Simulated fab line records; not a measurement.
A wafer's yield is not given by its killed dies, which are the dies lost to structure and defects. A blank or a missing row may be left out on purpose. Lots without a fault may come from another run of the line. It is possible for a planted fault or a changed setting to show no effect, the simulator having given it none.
Which tool did it?    flow nand_harc    Sampling: 12 lots, 36 wafers, 5 of 1159 route steps

## WHAT EACH GAUGE READ, for each wafer
NHARC_END_SORT_01. Usual: killed_at_array 27, standard deviation 11; killed_at_other 0.7, standard deviation 0.93; killed_at_periphery 2.9, standard deviation 1.9; killed_dies 30, standard deviation 11; killed_open 3.1, standard deviation 1.7; killed_short 1.9, standard deviation 1.3.
lot   measured      on         killed_at_array  killed_at_other  killed_at_periphery  killed_dies  killed_open  killed_short  flag
L324  day 19 05:02  prober-02  11 12 16         1 2 0            2 4 5                14 18 21     2 5 5        2 3 1         
L327  day 19 06:07  prober-01  21 8 19          1 0 0            3 2 1                25 10 20     5 3 1        4 1 0         
L325  day 19 13:11  prober-01  30 38 40         1 1 0            4 6 3                35 45 43     2 4 2        2 1 2         
L328  day 19 21:45  prober-01  11 8 12          0 0 0            3 3 4                14 11 16     4 4 5        3 1 3         
L329  day 20 08:32  prober-01  28 38 29         3 2 0            1 3 3                32 43 32     2 1 4        2 4 2         
L332  day 21 03:01  prober-01  43 34 30         0 0 0            2 1 1                45 35 31     2 4 0        1 2 3         
L335  day 22 19:01  prober-01  16 20 29         0 0 0            3 3 5                19 23 34     2 2 5        1 4 4         
L342  day 24 06:10  prober-01  15 15 12         0 0 0            1 4 4                16 19 16     0 4 6        2 1 3         
L343  day 24 06:13  prober-02  45 61 50         2 1 0            4 1 5                51 63 55     3 3 2        1 3 2         
L345  day 24 16:22  prober-01  25 21 34         1 0 0            6 3 1                32 24 35     6 6 4        1 1 2         
L344  day 24 17:58  prober-02  14 22 21         1 1 0            1 3 2                16 26 23     3 3 4        1 1 2         
L347  day 25 00:54  prober-02  28 36 31         0 0 0            5 7 11               33 43 42     4 3 3        3 1 2         

## TOOL THAT RAN EACH LOT (tool first, then ch and the chambers of the sampled wafers, then the start)
lot   NHARC_A_SLIT_ETCH_15                           NHARC_A_WL_FILL_RTA_01            NHARC_A_WL_FILL_ETCHBACK_16                    NHARC_A_WL_FILL_ETCHBACK_17
L324  rie_diel-05 ch 0,2, day 14 21:49 or earlier    rtp_anneal-01 ch 0, day 14 21:49  rie_diel-13 ch 1,3, day 15 12:24 or earlier    rie_metal-03 ch 1, day 15 12:24
L327  rie_diel-05 ch 0,2, day 15 05:39 or earlier    rtp_anneal-01 ch 0, day 15 05:39  rie_diel-13 ch 0,1,3, day 15 21:07 or earlier  rie_metal-01 ch 0,1, day 15 21:07
L325  rie_diel-11 ch 0,2, day 15 05:55 or earlier    rtp_anneal-01 ch 0, day 15 05:55  rie_diel-13 ch 0,2,3, day 16 01:17 or earlier  rie_metal-03 ch 1, day 16 01:17
L328  rie_diel-05 ch 0,2,3, day 15 05:57 or earlier  rtp_anneal-02 ch 0, day 15 05:57  rie_diel-03 ch 0,1,3, day 16 01:19 or earlier  rie_metal-02 ch 0,1, day 16 01:19
L329  rie_diel-11 ch 0,1,3, day 15 19:26 or earlier  rtp_anneal-01 ch 0, day 15 19:26  rie_diel-03 ch 0,2,3, day 16 09:53 or earlier  rie_metal-02 ch 1, day 16 09:53
L332  rie_diel-05 ch 0,2,3, day 16 13:30 or earlier  rtp_anneal-01 ch 0, day 16 13:30  rie_diel-02 ch 0,2, day 17 08:49 or earlier    rie_metal-03 ch 0,1, day 17 08:49
L335  rie_diel-05 ch 1,2, day 18 11:12 or earlier    rtp_anneal-02 ch 0, day 18 11:12  rie_diel-02 ch 1,3, day 19 04:34 or earlier    rie_metal-03 ch 0, day 19 04:34
L342  rie_diel-10 ch 0,1,2, day 18 19:52 or earlier  rtp_anneal-02 ch 0, day 18 19:52  rie_diel-02 ch 0,1, day 19 10:47 or earlier    rie_metal-03 ch 0,1, day 19 10:47
L343  rie_diel-10 ch 0,2,3, day 19 09:19 or earlier  rtp_anneal-02 ch 0, day 19 09:19  rie_diel-03 ch 0,1,3, day 20 03:44 or earlier  rie_metal-01 ch 0,1, day 20 03:44
L345  rie_diel-11 ch 2,3, day 19 20:14 or earlier    rtp_anneal-01 ch 0, day 19 20:14  rie_diel-13 ch 0,2, day 20 15:22 or earlier    rie_metal-01 ch 0,1, day 20 15:22
L344  rie_diel-10 ch 2,3, day 19 20:18 or earlier    rtp_anneal-02 ch 0, day 19 20:18  rie_diel-02 ch 0,1, day 20 15:23 or earlier    rie_metal-02 ch 1, day 20 15:23
L347  rie_diel-10 ch 1,2,3, day 20 12:56 or earlier  rtp_anneal-01 ch 0, day 20 12:56  rie_diel-13 ch 0,2, day 21 03:27 or earlier    rie_metal-01 ch 0,1, day 21 03:27
- NHARC_A_SLIT_ETCH_15: etches the open film in O2/COS, target depth 3200 nm, time 832 s.
- NHARC_A_WL_FILL_RTA_01: time 5 s.
- NHARC_A_WL_FILL_ETCHBACK_16: etches the open film in C4F8/O2/Ar, target depth 88 nm, time 17.6 s.
- NHARC_A_WL_FILL_ETCHBACK_17: etches the open film in Cl2/BCl3, target depth 4 nm, time 26.7 s.

## AS READ BY THE TOOLS THEMSELVES (means over the sampled wafers that have a number; for cases with no such wafer, the mark the record gives instead)
NHARC_A_SLIT_ETCH_15. Usual: drypump_motor_current_A 5.8 A, standard deviation 0.3; oes_product_au 1.003 a.u., standard deviation 0.0087; rf_vpp_V 314.2 V, standard deviation 2.2; showerhead_plenum_p_Torr 3.12 Torr, standard deviation 0.13; throttle_valve_pct 28.330 %, standard deviation 0.0094.
lot   tool         drypump_motor_current_A (A)  oes_product_au (a.u.)  rf_vpp_V (V)  showerhead_plenum_p_Torr (Torr)  throttle_valve_pct (%)  flag
L324  rie_diel-05  6.0                          0.999                  314.4         3.09                             28.327                  
L327  rie_diel-05  6.0                          1.000                  314.2         3.09                             28.324                  
L325  rie_diel-11  6.0                          0.988                  315.8         3.22                             28.338                  
L328  rie_diel-05  5.8                          1.008                  314.7         3.16                             28.334                  
L329  rie_diel-11  6.2                          0.989                  314.0         3.10                             28.321                  
L332  rie_diel-05  5.9                          0.999                  315.0         3.16                             28.339                  
L335  rie_diel-05  5.7                          1.005                  313.1         3.07                             28.334                  
L342  rie_diel-10  5.7                          1.005                  314.0         3.14                             28.321                  
L343  rie_diel-10  5.9                          1.009                  312.7         3.06                             28.331                  
L345  rie_diel-11  6.0                          0.999                  316.8         3.26                             28.323                  
L344  rie_diel-10  5.9                          1.014                  311.4         2.94                             28.324                  
L347  rie_diel-10  5.7                          1.020                  313.0         3.02                             28.328                  

NHARC_A_WL_FILL_RTA_01. Usual: lamp_power_pct 28.5 %, standard deviation 1.7; lamp_zone_1_pct 28.5 %, standard deviation 1.7; lamp_zone_3_pct 28.5 %, standard deviation 1.7; wafer_temp_C_max 1004.5, standard deviation 2.1.
lot   tool           lamp_power_pct (%)  lamp_zone_1_pct (%)  lamp_zone_3_pct (%)  wafer_temp_C_max  flag
L324  rtp_anneal-01  30.1                30.0                 30.0                 1007.0            
L327  rtp_anneal-01  30.0                30.1                 30.0                 1006.1            
L325  rtp_anneal-01  30.0                30.0                 30.0                 1007.3            
L328  rtp_anneal-02  26.6                26.6                 26.6                 1002.8            
L329  rtp_anneal-01  30.0                30.0                 30.1                 1006.6            
L332  rtp_anneal-01  30.0                30.1                 30.0                 1006.2            
L335  rtp_anneal-02  26.6                26.6                 26.6                 1002.1            
L342  rtp_anneal-02  26.6                26.6                 26.6                 1002.0            
L343  rtp_anneal-02  26.6                26.6                 26.6                 1002.7            
L345  rtp_anneal-01  30.0                30.0                 30.0                 1006.9            
L344  rtp_anneal-02  26.6                26.6                 26.6                 1002.9            
L347  rtp_anneal-01  30.0                30.0                 30.1                 1006.4            

NHARC_A_WL_FILL_ETCHBACK_16. Usual: oes_product_au 0.985 a.u., standard deviation 0.029; rf_vpp_V 726 V, standard deviation 3.4; run_length_s 38.7 s, standard deviation 0.49.
lot   tool         oes_product_au (a.u.)  rf_vpp_V (V)  run_length_s (s)  flag
L324  rie_diel-13  1.004                  728           38.9              
L327  rie_diel-13  0.996                  727           38.6              
L325  rie_diel-13  0.990                  729           38.5              
L328  rie_diel-03  0.992                  726           38.3              
L329  rie_diel-03  0.995                  726           38.2              
L332  rie_diel-02  0.980                  726           39.0              
L335  rie_diel-02  0.930                  724           38.8              
L342  rie_diel-02  0.999                  724           39.1              
L343  rie_diel-03  0.993                  725           38.4              
L345  rie_diel-13  0.992                  728           38.4              
L344  rie_diel-02  1.001                  723           39.0              
L347  rie_diel-13  0.993                  728           38.8              

NHARC_A_WL_FILL_ETCHBACK_17. Usual: drypump_motor_current_A 5.8 A, standard deviation 0.54; oes_product_au 1.004 a.u., standard deviation 0.0068; run_length_s 48.2 s, standard deviation 0.4.
lot   tool          drypump_motor_current_A (A)  oes_product_au (a.u.)  run_length_s (s)  flag
L324  rie_metal-03  5.4                          1.003                  48.2              
L327  rie_metal-01  5.8                          1.006                  48.3              
L325  rie_metal-03  5.3                          1.010                  48.1              
L328  rie_metal-02  5.3                          1.003                  47.8              
L329  rie_metal-02  5.8                          1.008                  47.9              
L332  rie_metal-03  6.1                          1.002                  48.2              
L335  rie_metal-03  6.5                          1.014                  42.2              OFF
L342  rie_metal-03  5.7                          1.004                  46.1              OFF
L343  rie_metal-01  5.8                          1.006                  48.1              
L345  rie_metal-01  6.1                          1.005                  48.4              
L344  rie_metal-02  5.8                          1.006                  47.9              
L347  rie_metal-01  5.8                          1.002                  48.5              

## THE ANSWER, worked out from the rows above alone
Rule: a lot is off if the mean of its wafers that have a number lies more than 3 standard deviations from the usual mean. A lot without any number at a reading at which 4 lots or more have one is off too. The other lots that the step has rows for count as sound. Order of review: gauges by route order, followed by the tools' own readings, for which a lot's mean as printed above is used. At the first step where some lot is off, the reading lying furthest off is the one used; lots without a number count as furthest.
Off, at NHARC_A_WL_FILL_ETCHBACK_17 on run_length_s: L335, L342.
A tool fits if, at that step or a process step before it, it ran every lot that is off, and no sound lot after the first of them. NHARC_A_SLIT_ETCH_15 gives no start for some lots, so the hours and the order of its lots are those of NHARC_A_WL_FILL_RTA_01. NHARC_A_WL_FILL_ETCHBACK_16 gives no start for some lots, so the hours and the order of its lots are those of NHARC_A_WL_FILL_ETCHBACK_17. One fits: NHARC_A_WL_FILL_ETCHBACK_17 on rie_metal-03. Its last sound lot is L332 (day 17 08:49), its first lot that is off L335 (day 19 04:34): a fault that began between those two fits.
On the lots that are off, the tool's own readings at NHARC_A_WL_FILL_ETCHBACK_17 differ by more than 5 times the standard deviation of the sound lots' means, which bears it out; run_length_s reads 44.2 s there versus 48.1 s on the sound lots.

## WHAT HAD BEEN PUT IN BY THE SIMULATOR
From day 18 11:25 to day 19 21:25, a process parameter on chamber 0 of rie_metal-03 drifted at NHARC_A_WL_FILL_ETCHBACK_17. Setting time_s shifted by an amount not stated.
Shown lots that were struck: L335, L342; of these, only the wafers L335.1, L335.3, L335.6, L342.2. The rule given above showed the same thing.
